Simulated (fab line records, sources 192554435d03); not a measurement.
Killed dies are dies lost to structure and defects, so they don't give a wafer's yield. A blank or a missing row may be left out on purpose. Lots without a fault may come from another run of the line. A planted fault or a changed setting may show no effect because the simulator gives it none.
Chamber matching | flow n5_finfet | N5_ILD0_LINER_00 on ald_sin-02: 4 sister chambers
The step material SiNx, target thk 4 nm, pulse time 1 s, purge time 2 s. 8 wafers are shown with their chamber, then 8 later ones without.

WAFERS WITH THEIR CHAMBER
wafer  | chamber | heater_power_w (W) | precursor_pulse_height_rel
L080.1 | 0       | 783                | 0.990
L080.3 | 1       | 824                | 1.021
L080.5 | 3       | 794                | 0.976
L080.6 | 0       | 784                | 0.983
L087.2 | 1       | 827                | 0.980
L087.4 | 3       | 796                | 0.997
L087.6 | 2       | 776                | 0.973
L090.3 | 2       | 794                | 0.995

WAFERS WITHOUT THEIR CHAMBER
wafer  | heater_power_w (W) | precursor_pulse_height_rel
L090.5 | 775                | 1.002
L090.6 | 800                | 0.993
L091.1 | 774                | 1.003
L091.2 | 798                | 0.972
L091.3 | 809                | 0.999
L092.1 | 783                | 1.023
L092.2 | 774                | 1.021
L092.5 | 786                | 1.007

WHICH CHAMBER EACH WENT THROUGH
wafer  | from the rows above               | in truth
L090.5 | can't be placed: 0 or 2 or 3      | 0
L090.6 | can't be placed: 3 or 2 or 0      | 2
L091.1 | can't be placed: 0 or 2 or 3      | 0
L091.2 | can't be placed: 3 or 2 or 0      | 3
L091.3 | can't be placed: 3 or 1 or 2 or 0 | 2
L092.1 | can't be placed: 0 or 2 or 3      | 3
L092.2 | can't be placed: 0 or 2 or 3      | 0
L092.5 | can't be placed: 0 or 2 or 3      | 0
Placed correctly: 0 of 8. Can't be placed from these rows: 8 (the true chamber is among the candidates in 8). Placed wrongly: 0.
How it was worked out, from the rows above alone: a wafer's distance from a chamber is the root of the sum, over the readings, of the square of ((its reading less the chamber's mean) divided by the reading's scatter). The wafer belongs to the nearest chamber; if the next one is less than 2 further off, it can't be placed. A chamber's mean is the mean of its shown wafers. The scatter: the root of (the sum of the squares of (reading less its chamber's mean) over the shown wafers, divided by (wafers less chambers)).
